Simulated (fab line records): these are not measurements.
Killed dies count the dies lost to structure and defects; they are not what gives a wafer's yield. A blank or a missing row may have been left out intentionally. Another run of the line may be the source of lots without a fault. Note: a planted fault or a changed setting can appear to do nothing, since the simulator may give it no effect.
Chamber matching | flow n5_finfet | N5_STI_FIN_REVEAL_CMP_04 on cmp-03 has 4 sister chambers
The step polishes, stops on Si3N4, t overpolish 4 s, target thk 131.83 nm. 16 wafers are shown with their chamber, then 8 later ones without.

## EACH WAFER AND ITS CHAMBER
wafer  | chamber | motor_current_A (A) | time_to_endpoint_s (s) | overpolish_run_s (s)
L074.2 | 1       | 9.9                 | 102                    | 4.004
L074.4 | 2       | 8.6                 | 106                    | 3.996
L074.5 | 1       | 9.8                 | 103                    | 3.997
L075.1 | 2       | 7.7                 | 107                    | 3.990
L075.4 | 0       | 7.7                 | 111                    | 3.996
L075.6 | 0       | 7.4                 | 107                    | 3.995
L076.2 | 0       | 7.3                 | 110                    | 3.994
L076.5 | 0       | 7.6                 | 110                    | 3.993
L076.6 | 3       | 7.4                 | 108                    | 4.013
L083.2 | 0       | 7.1                 | 101                    | 4.001
L083.3 | 1       | 10.0                | 104                    | 4.002
L083.4 | 3       | 7.5                 | 105                    | 4.008
L085.1 | 3       | 8.1                 | 103                    | 3.994
L085.3 | 1       | 10.1                | 102                    | 3.987
L085.4 | 0       | 7.8                 | 107                    | 3.996
L091.1 | 3       | 8.2                 | 106                    | 4.003

SIGNATURES, as means of the wafers listed above
reading            | chamber 0 | chamber 1 | chamber 2 | chamber 3 | scatter within a chamber
motor_current_A    | 7.483     | 9.950     | 8.150     | 7.800     | 0.33
time_to_endpoint_s | 107.67    | 102.75    | 106.50    | 105.50    | 2.64
overpolish_run_s   | 3.99583   | 3.99750   | 3.99300   | 4.00450   | 0.00596
Rule: a wafer lies at a distance from a chamber equal to the root of the sum of squares, over the readings, of (its reading less the chamber's mean, divided by the reading's scatter). If the next closest chamber is less than 2 further off than the closest, the wafer can't be placed; otherwise it belongs to the closest. How the scatter is found: for the shown wafers, subtract from each reading the mean of its chamber, square and add these, divide the total by (wafers less chambers), then take the root.

## WAFERS WHOSE CHAMBER IS MISSING
wafer  | motor_current_A (A) | time_to_endpoint_s (s) | overpolish_run_s (s)
L091.3 | 7.5                 | 104                    | 4.004
L091.6 | 8.3                 | 103                    | 3.983
L093.3 | 7.5                 | 104                    | 3.993
L093.4 | 7.7                 | 103                    | 4.009
L093.5 | 7.7                 | 105                    | 3.981
L096.1 | 7.5                 | 95                     | 3.997
L096.2 | 8.3                 | 94                     | 4.004
L096.6 | 8.0                 | 95                     | 4.013

## WHICH CHAMBER EACH WENT THROUGH
wafer  | from the rows above               | in truth
L091.3 | can't be placed: 3 or 0 or 2      | 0
L091.6 | can't be placed: 2 or 0 or 3      | 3
L093.3 | can't be placed: 0 or 2 or 3      | 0
L093.4 | can't be placed: 3 or 0           | 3
L093.5 | can't be placed: 2 or 0 or 3      | 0
L096.1 | can't be placed: 3 or 0 or 2      | 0
L096.2 | can't be placed: 3 or 2 or 0 or 1 | 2
L096.6 | can't be placed: 3 or 2 or 0      | 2
Correct placement for 0 of the 8. These rows do not allow placing 8 (true chamber among the candidates in 8). Number placed wrongly: 0.
